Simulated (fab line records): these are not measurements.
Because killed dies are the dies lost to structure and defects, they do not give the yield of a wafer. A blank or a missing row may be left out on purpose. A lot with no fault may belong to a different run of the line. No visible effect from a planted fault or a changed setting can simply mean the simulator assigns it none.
Problem report in the 8D (eight disciplines) form, filled by code / flow n5 finfet / the parts of the form that need people (team, actions taken, sign-off) are left out

## 1. THE PROBLEM
ION_N at N5_BEOL_M4_RC_MEAS_101 reads a mean of 455 uA/um on 1 wafer of 1 lot; wafers without a fault read 675 uA/um with a standard deviation of 12. Relative to the usual mean, that is a shift of -18 standard deviations.
The first sign was on wafer L885.1 at day 14 11:29, on prober-02. At this step, 26 wafers from 9 lots have a number in the record. By rule, "out" or "out of limits" means more than 4 standard deviations away from the usual mean. The rest of the wafers with a number are treated as sound.

## 2. WHAT THIS IS AND IS NOT
question=which readings at this step | is=ION_N, IOFF_N_LONG, VT_N, VT_N_LONG, VT_N_LVT | is not=DIBL_N, DIBL_P, IOFF_P, ION_P, SS_N, SS_P, VT_P
question=which lots | is=L885 | is not=L870, L871, L873, L876, L877, L879, L880, L889
question=which wafers of those lots | is=L885.1 | is not=L885.3, L885.6
question=read on which gauges | is=prober-02 | is not=prober-01
question=when | is=from day 14 11:29 | is not=up to then (22 sound wafers); but 3 sound wafers of L889 came after

## 3. WHAT RULES OUT EACH SUSPECT
Counting: a tool at a process step up to the reading stays a suspect if it ran every lot that is out. Sound lots after the first of them don't rule it out here, since some wafers of a struck lot are sound.
- the gauge at N5_BEOL_M4_RC_MEAS_101 has been ruled out. All the wafers that are out were read on prober-02, but those of them that N5_HKMG_FIN_ETCH_35 has rows for are out there too, on other tools.
- rie diel-06 at N5_HKMG_FIN_ETCH_35 (etches SOC in N2/H2, target depth 215.8 nm, time 243.4 s): kept. L885, the lot that is out, went through it at day 8 15:50; up to then, the latest sound lot through it was L879 at day 7 04:35. Its own run length s readings are out on those wafers.
- rie diel-06 at N5_HKMG_FIN_STRIP_90 (strips SOC in N2/H2, time 20 s): kept. L885, the lot that is out, went through it at day 8 18:00; up to then, the latest sound lot through it was L880 at day 7 14:56.
- At N5_HKMG_FIN_ETCH_35, inside rie diel-06: chamber 0 took the wafers that are out, while their sound lot-mates went through chambers 1, 3.
- At N5_HKMG_FIN_STRIP_90, inside rie diel-06: chamber 3 took the wafers that are out, while their sound lot-mates went through chambers 0, 2.
After counting, rie diel-06 at N5_HKMG_FIN_ETCH_35 and rie diel-06 at N5_HKMG_FIN_STRIP_90 remain.

## 4. THE CAUSE (what the simulator had put in)
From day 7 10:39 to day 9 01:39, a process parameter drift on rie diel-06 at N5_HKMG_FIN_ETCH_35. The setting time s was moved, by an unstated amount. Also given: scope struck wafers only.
Counting leaves 2 suspects; this tool is one of them.

## 5. SEQUENCE OF EFFECTS, ordered by route
Each row: a reading where the mean over the struck wafers with a number is more than 3 standard deviations away from the usual. Only readings whose record carries a usual standard deviation are examined. hours: median over the lots of the time between each lot's start at the first step of this table that gives one and its start at this step. sigmas: the change, counted in usual standard deviations.
hours=0; step=N5_HKMG_FIN_ETCH_35; reading=run length s; usual=266.7 s; on struck wafers=188.7; change=-78.0; sigmas=-99 or more
hours=140; step=N5_BEOL_M4_RC_MEAS_101; reading=IOFF_N_LIN; usual=0.074 nA/um; on struck wafers=0.035; change=-0.039; sigmas=-3.2
hours=140; step=N5_BEOL_M4_RC_MEAS_101; reading=IOFF_N_LONG; usual=5.54e-05 nA/um; on struck wafers=3.79e-05; change=-1.75e-05; sigmas=-7.0
hours=140; step=N5_BEOL_M4_RC_MEAS_101; reading=ION_N; usual=675 uA/um; on struck wafers=455; change=-220; sigmas=-18
hours=140; step=N5_BEOL_M4_RC_MEAS_101; reading=VT_N; usual=250 mV; on struck wafers=270; change=+20; sigmas=+6.1
hours=140; step=N5_BEOL_M4_RC_MEAS_101; reading=VT_N_LONG; usual=274.8 mV; on struck wafers=294.7; change=+19.9; sigmas=+10
hours=140; step=N5_BEOL_M4_RC_MEAS_101; reading=VT_N_LVT; usual=99 mV; on struck wafers=118; change=+19; sigmas=+6.1
hours=242; step=N5_PASSIVATION_PROBE_49; reading=killed short; usual=33; on struck wafers=56; change=+23; sigmas=+3.2
hours=242; step=N5_PASSIVATION_PROBE_49; reading=sort_bin_8_speed; usual=0.00 %; on struck wafers=90.00; change=+90.00; sigmas=+99 or more
hours=242; step=N5_PASSIVATION_PROBE_49; reading=sort n pass; usual=1078; on struck wafers=0; change=-1078; sigmas=-72
hours=242; step=N5_PASSIVATION_PROBE_49; reading=sort yield pct; usual=91.4 %; on struck wafers=0.0; change=-91.4; sigmas=-76
Process steps it contains:
- N5_HKMG_FIN_ETCH_35: etches SOC in N2/H2, target depth 215.8 nm, time 243.4 s.
- N5_PASSIVATION_PROBE_49

## 6. HOW IT WOULD HAVE BEEN CAUGHT EARLIER
Counted from the fault's start at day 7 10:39, it took 169 hours until the first out-of-limits reading at a measuring or inspecting step in this record, taken at day 14 11:29.
The tool's own readings at N5_HKMG_FIN_ETCH_35 were out on every struck wafer that the step has a row for (run length s): an alarm limit on them would have fired on the first of those.
By day 14 11:29 the whole set of lots that are out, 1 in number, had already begun N5_HKMG_FIN_ETCH_35 on rie diel-06. Holding the tool at that point would not have protected any of them.
